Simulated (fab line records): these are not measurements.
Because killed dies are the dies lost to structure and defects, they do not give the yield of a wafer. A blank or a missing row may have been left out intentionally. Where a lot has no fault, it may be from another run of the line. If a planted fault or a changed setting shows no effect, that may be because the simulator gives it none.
Which tool did it?	flow nand_harc	11 lots with 33 wafers sampled at 5 steps, on a route of 1302 steps

## WHAT THE GAUGES SHOWED, per wafer
NHARC_END_SORT_01. Usual: killed_at_array 55, standard deviation 19; killed_at_other 0.8, standard deviation 1.1; killed_at_periphery 4.0, standard deviation 2.6; killed_dies 60, standard deviation 20; killed_open 3.4, standard deviation 1.7; killed_short 2.6, standard deviation 1.5.
lot	measured	on	killed_at_array	killed_at_other	killed_at_periphery	killed_dies	killed_open	killed_short	flag
L641	day 29 13:40	prober-01	60	1	0	61	3	2	

## WHAT TOOL EACH LOT RAN ON (gives the tool, then ch and the chambers of the sampled wafers, and finally the start)
lot	NHARC_A_CHANNEL_HOLE_D2_ETCH_44	NHARC_A_CHANNEL_FILL_D2_ALD_16	NHARC_A_CHANNEL_FILL_D2_ETCHBACK_19	NHARC_A_CHANNEL_FILL_D2_RTA_24
L628	rie_diel-02 ch 1,2,3, day 13 08:55	ald_hk-04 ch 1,2, day 13 22:15	rie_si-02 ch 0,1,2, day 14 10:09	rtp_anneal-02 ch 0, day 15 10:23
L629	rie_diel-05 ch 0,3, day 13 21:25	ald_hk-03 ch 0,1, day 14 11:28	rie_si-06 ch 0,2, day 14 23:11	rtp_anneal-01 ch 0, day 15 22:56
L630	rie_diel-02 ch 0,2,3, day 13 22:31	ald_hk-03 ch 0,1,3, day 14 11:19	rie_si-03 ch 0,1,2, day 14 23:11	rtp_anneal-01 ch 0, day 15 23:05
L636	rie_diel-12 ch 0,1,3, day 17 10:29	ald_hk-02 ch 1,2, day 18 01:54	rie_si-06 ch 0,1,2, day 18 11:02	rtp_anneal-01 ch 0, day 19 10:27
L640	rie_diel-12 ch 1,2, day 18 07:26	ald_hk-02 ch 0,1, day 18 19:54	rie_si-03 ch 0,3, day 19 07:43	rtp_anneal-02 ch 0, day 20 07:10
L641	rie_diel-05 ch 0,1,3, day 18 13:37	ald_hk-03 ch 2,3, day 19 03:07	rie_si-06 ch 0,1,3, day 19 15:56	rtp_anneal-02 ch 0, day 20 16:50
L647	rie_diel-02 ch 1,2,3, day 20 16:49	ald_hk-02 ch 0,3, day 21 06:40	rie_si-03 ch 0,3, day 21 20:08	rtp_anneal-01 ch 0, day 22 21:38
L645	rie_diel-02 ch 0,2, day 20 20:56	ald_hk-04 ch 2,3, day 21 11:39	rie_si-06 ch 0,2,3, day 22 00:57	rtp_anneal-02 ch 0, day 23 00:23
L646	rie_diel-05 ch 0,3, day 20 22:37	ald_hk-03 ch 0,1,2, day 21 11:37	rie_si-03 ch 0,2,3, day 22 00:55	rtp_anneal-01 ch 0, day 23 00:20
L648	rie_diel-02 ch 1,2,3, day 21 10:47	ald_hk-04 ch 1,3, day 22 00:11	rie_si-02 ch 0,2,3, day 22 12:04	rtp_anneal-01 ch 0, day 23 11:49
L651	rie_diel-02 ch 0,3, day 22 20:26	ald_hk-02 ch 0,1,3, day 23 09:53	rie_si-06 ch 0,1,3, day 23 21:42	rtp_anneal-01 ch 0, day 24 21:23
- NHARC_A_CHANNEL_HOLE_D2_ETCH_44: etches the open film in CF4/O2, target depth 140 nm, overetch 14 nm, time 77 s.
- NHARC_A_CHANNEL_FILL_D2_ALD_16: deposits SiO2, target thk 1.5 nm, pulse time 10 s, ald cycles 15.
- NHARC_A_CHANNEL_FILL_D2_ETCHBACK_19: etches the open film in HBr/Cl2, target depth 5 nm, time 1.7 s.
- NHARC_A_CHANNEL_FILL_D2_RTA_24: time 5 s.

## WHAT THE TOOLS THEMSELVES READ (means of the sampled wafers that have a number; where no wafer has one, the mark that the record gives instead)
NHARC_A_CHANNEL_HOLE_D2_ETCH_44. Usual: chamber_pressure_mTorr 29.996 mTorr, standard deviation 0.027; drypump_motor_current_A 5.4 A, standard deviation 0.37; mfc_ar_sccm 0.010 sccm, standard deviation 0.0091; oes_o_777_au 1.000 a.u., standard deviation 0.0043; oes_product_au 0.997 a.u., standard deviation 0.0098; rf_vpp_V 197.6 V, standard deviation 1.5; showerhead_plenum_p_Torr 1.32 Torr, standard deviation 0.056; throttle_valve_pct 13.396 %, standard deviation 0.0092.
lot	tool	chamber_pressure_mTorr (mTorr)	drypump_motor_current_A (A)	mfc_ar_sccm (sccm)	oes_o_777_au (a.u.)	oes_product_au (a.u.)	rf_vpp_V (V)	showerhead_plenum_p_Torr (Torr)	throttle_valve_pct (%)	flag
L628	rie_diel-02	29.990	5.4	0.008	1.002	0.993	197.7	1.31	13.397	
L629	rie_diel-05	30.019	5.5	0.011	1.000	1.005	197.1	1.35	13.396	
L630	rie_diel-02	30.015	5.2	0.011	1.001	0.997	196.7	1.27	13.383	
L636	rie_diel-12	30.016	5.1	0.019	1.003	1.004	199.2	1.37	13.393	
L640	rie_diel-12	29.998	5.7	0.003	0.998	0.990	199.7	1.41	13.392	
L641	rie_diel-05	30.005	5.6	0.005	0.999	0.997	197.5	1.32	13.405	
L647	rie_diel-02	29.988	5.3	0.008	0.999	0.998	197.5	1.31	13.391	
L645	rie_diel-02	30.009	5.4	0.007	1.002	0.986	196.0	1.26	13.407	
L646	rie_diel-05	29.983	5.5	0.011	0.998	0.995	198.0	1.35	13.396	
L648	rie_diel-02	30.007	5.3	0.008	1.000	0.987	197.5	1.31	13.403	
L651	rie_diel-02	29.962	5.1	0.018	1.000	1.002	196.5	1.27	13.388	

NHARC_A_CHANNEL_FILL_D2_ALD_16. Usual: heater_power_w 479 W, standard deviation 42; precursor_pulse_height_rel 1.003, standard deviation 0.022.
lot	tool	heater_power_w (W)	precursor_pulse_height_rel	flag
L628	ald_hk-04	468	1.000	
L629	ald_hk-03	441	1.001	
L630	ald_hk-03	469	1.001	
L636	ald_hk-02	491	1.001	
L640	ald_hk-02	511	1.007	
L641	ald_hk-03	481	0.984	
L647	ald_hk-02	449	1.006	
L645	ald_hk-04	516	1.008	
L646	ald_hk-03	429	1.011	
L648	ald_hk-04	479	1.003	
L651	ald_hk-02	470	0.983	

NHARC_A_CHANNEL_FILL_D2_ETCHBACK_19. Usual: chamber_pressure_mTorr 15.000 mTorr, standard deviation 0.014; drypump_motor_current_A 5.7 A, standard deviation 0.38; oes_product_au 0.999 a.u., standard deviation 0.011; throttle_valve_pct 26.405 %, standard deviation 0.0084.
lot	tool	chamber_pressure_mTorr (mTorr)	drypump_motor_current_A (A)	oes_product_au (a.u.)	throttle_valve_pct (%)	flag
L628	rie_si-02	15.000	5.5	0.994	26.407	
L629	rie_si-06	14.997	6.0	0.997	26.410	
L630	rie_si-03	15.012	5.6	0.994	26.403	
L636	rie_si-06	15.004	6.0	1.001	26.403	
L640	rie_si-03	15.014	5.5	1.006	26.395	
L641	rie_si-06	14.996	5.8	0.993	26.412	
L647	rie_si-03	14.985	5.5	1.005	26.402	
L645	rie_si-06	15.002	5.8	0.986	26.402	
L646	rie_si-03	15.009	5.4	1.004	26.404	
L648	rie_si-02	14.997	5.6	1.003	26.399	
L651	rie_si-06	14.995	5.8	0.988	26.401	

NHARC_A_CHANNEL_FILL_D2_RTA_24. Usual: lamp_power_pct 27.5 %, standard deviation 0.64; lamp_zone_2_pct 27.5 %, standard deviation 0.64; lamp_zone_4_pct 27.5 %, standard deviation 0.64; lamp_zone_6_pct 27.4 %, standard deviation 0.64; wafer_temp_C_max 1006.0, standard deviation 1.4.
lot	tool	lamp_power_pct (%)	lamp_zone_2_pct (%)	lamp_zone_4_pct (%)	lamp_zone_6_pct (%)	wafer_temp_C_max	flag
L628	rtp_anneal-02	27.0	26.9	26.9	26.9	1004.6	
L629	rtp_anneal-01	28.2	28.2	28.2	28.2	1006.0	
L630	rtp_anneal-01	28.2	28.2	28.2	28.2	1008.4	
L636	rtp_anneal-01	28.2	28.2	28.2	28.1	1007.3	
L640	rtp_anneal-02	26.9	26.9	26.9	26.9	1005.4	
L641	rtp_anneal-02	26.9	27.0	26.9	26.9	1005.6	
L647	rtp_anneal-01	28.2	28.2	28.2	28.2	1006.2	
L645	rtp_anneal-02	26.9	26.9	26.9	26.9	1005.1	
L646	rtp_anneal-01	28.2	28.2	28.2	28.2	1007.0	
L648	rtp_anneal-01	28.3	28.2	28.2	28.1	1007.3	
L651	rtp_anneal-01	28.2	28.2	28.2	28.2	1006.7	

## THE ANSWER, worked out from the rows above alone
Rule: take the mean of a lot's wafers that have a number; if it is more than 3 standard deviations from the usual mean, the lot is off. A lot without any number at a reading at which 4 lots or more have one is off too. Where the step has rows for the other lots, those lots are counted as sound. First the gauges in route order, then the tools' own readings, where a lot's mean is used as printed above. The first step at which some lot is off is used, and at that step the reading that is off furthest; a lot without a number counts as furthest.
No lot is off at any reading shown: from this, nothing can be told.

## WHAT THE SIMULATOR HAD INSERTED
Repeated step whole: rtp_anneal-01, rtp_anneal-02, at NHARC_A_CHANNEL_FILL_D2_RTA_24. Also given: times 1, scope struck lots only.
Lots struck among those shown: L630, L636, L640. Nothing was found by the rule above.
